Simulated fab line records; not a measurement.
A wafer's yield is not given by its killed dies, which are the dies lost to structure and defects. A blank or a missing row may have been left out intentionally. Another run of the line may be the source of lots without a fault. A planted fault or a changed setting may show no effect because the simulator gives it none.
Matching of chambers	flow n5-finfet	N5_PMOS_HMC_CHANNEL_EPI_DESCUM_14 on rie-diel-03: 4 sister chambers
The step chemistry O2, time 7.9 s. 16 wafers are shown with their chamber, then 8 later ones without.

WAFERS PAIRED WITH THEIR CHAMBERS
wafer	chamber	showerhead-plenum-p-Torr (Torr)	throttle-valve-pct (%)	oes-product-au (a.u.)
L079.3	2	2.00	19.9	0.78
L079.4	3	2.16	20.8	0.73
L079.6	2	2.00	19.9	0.79
L080.1	0	2.24	20.1	0.90
L080.4	2	2.00	19.8	0.78
L080.6	0	2.24	20.1	0.90
L081.1	3	2.16	20.8	0.73
L081.2	0	2.24	20.1	0.90
L081.5	2	2.00	19.9	0.79
L083.1	1	2.21	19.9	0.84
L083.2	2	2.00	19.9	0.79
L083.5	3	2.16	20.8	0.71
L084.1	1	2.21	19.9	0.83
L084.5	3	2.16	20.8	0.71
L084.6	0	2.24	20.1	0.88
L088.2	0	2.23	20.1	0.87

SIGNATURES (averages over the wafers above)
reading	chamber 0	chamber 1	chamber 2	chamber 3	scatter within a chamber
showerhead-plenum-p-Torr	2.2380	2.2100	2.0000	2.1600	0.00258
throttle-valve-pct	20.100	19.900	19.880	20.800	0.0258
oes-product-au	0.8900	0.8350	0.7860	0.7200	0.0107
Rule: a wafer lies at a distance from a chamber equal to the root of the sum of squares, over the readings, of (its reading less the chamber's mean, divided by the reading's scatter). If the next closest chamber is less than 2 further off than the closest, the wafer can't be placed; otherwise it belongs to the closest. The scatter: the root of (the sum of the squares of (reading less its chamber's mean) over the shown wafers, divided by (wafers less chambers)).

WAFERS WHOSE CHAMBER IS MISSING
wafer	showerhead-plenum-p-Torr (Torr)	throttle-valve-pct (%)	oes-product-au (a.u.)
L088.5	2.23	20.1	0.87
L088.6	2.20	19.9	0.82
L090.2	2.15	20.8	0.70
L090.3	2.23	20.1	0.86
L090.4	2.20	19.9	0.82
L093.1	1.99	19.9	0.77
L093.2	2.15	20.8	0.70
L093.3	2.20	19.9	0.81

CHAMBER TAKEN BY EACH
wafer	from the rows above	in truth
L088.5	0	0
L088.6	1	1
L090.2	3	3
L090.3	0	0
L090.4	1	1
L093.1	2	2
L093.2	3	3
L093.3	1	1
Correct placement for 8 of the 8. From these rows, 0 cannot be placed. Wrongly placed: 0.
